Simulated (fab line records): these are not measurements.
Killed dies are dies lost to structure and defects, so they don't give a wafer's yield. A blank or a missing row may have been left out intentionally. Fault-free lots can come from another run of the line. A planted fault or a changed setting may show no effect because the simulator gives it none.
Chamber matching	flow n5_finfet	N5_FIN_CUT_DESCUM_13 on rie_diel-06: 4 sister chambers
The step chemistry O2, time 7 s. 18 wafers are shown with their chamber, then 9 later ones without.

== EACH WAFER AND ITS CHAMBER ==
wafer	chamber	drypump_motor_current_A (A)	showerhead_plenum_p_Torr (Torr)	throttle_valve_pct (%)
L074.1	1	4.9	2.03	20.37
L074.4	0	5.5	2.10	20.61
L074.5	0	5.5	2.10	20.61
L079.1	3	5.5	1.99	20.30
L079.2	1	4.9	2.02	20.39
L079.5	0	5.5	2.09	20.62
L082.1	3	5.6	1.99	20.32
L082.2	0	5.5	2.09	20.64
L082.3	2	5.0	2.01	20.27
L082.4	1	4.9	2.02	20.39
L082.5	1	4.9	2.02	20.40
L082.6	2	5.0	2.01	20.26
L091.2	1	4.9	2.02	20.41
L091.3	2	5.0	2.00	20.31
L091.5	1	4.9	2.02	20.42
L092.2	1	4.9	2.02	20.43
L092.4	2	5.0	2.00	20.29
L092.6	3	5.6	1.99	20.33

SIGNATURES (means of the wafers above)
reading	chamber 0	chamber 1	chamber 2	chamber 3	scatter within a chamber
drypump_motor_current_A	5.500	4.900	5.000	5.567	0.0218
showerhead_plenum_p_Torr	2.0950	2.0214	2.0050	1.9900	0.00452
throttle_valve_pct	20.6200	20.4014	20.2825	20.3167	0.0189
Rule: a wafer lies at a distance from a chamber equal to the root of the sum of squares, over the readings, of (its reading less the chamber's mean, divided by the reading's scatter). The wafer belongs to the nearest chamber; if the next one is less than 2 further off, it can't be placed. The scatter: take each reading less its chamber's mean, square it, sum over the shown wafers, divide by the number of wafers less the number of chambers, and take the root.

== WAFERS MISSING THEIR CHAMBER ==
wafer	drypump_motor_current_A (A)	showerhead_plenum_p_Torr (Torr)	throttle_valve_pct (%)
L093.1	5.6	1.99	20.35
L093.2	5.0	2.00	20.31
L093.5	5.0	2.00	20.30
L096.1	5.6	1.98	20.35
L096.3	5.0	2.01	20.45
L096.5	5.0	2.00	20.30
L097.2	4.9	2.01	20.43
L097.3	5.6	1.98	20.36
L097.5	5.0	2.01	20.44

== CHAMBER TAKEN BY EACH ==
wafer	from the rows above	in truth
L093.1	3	3
L093.2	2	2
L093.5	2	2
L096.1	3	3
L096.3	1	1
L096.5	2	2
L097.2	1	1
L097.3	3	3
L097.5	1	1
9 of 9 placed correctly. Not placeable from these rows: 0. Placed wrongly: 0.
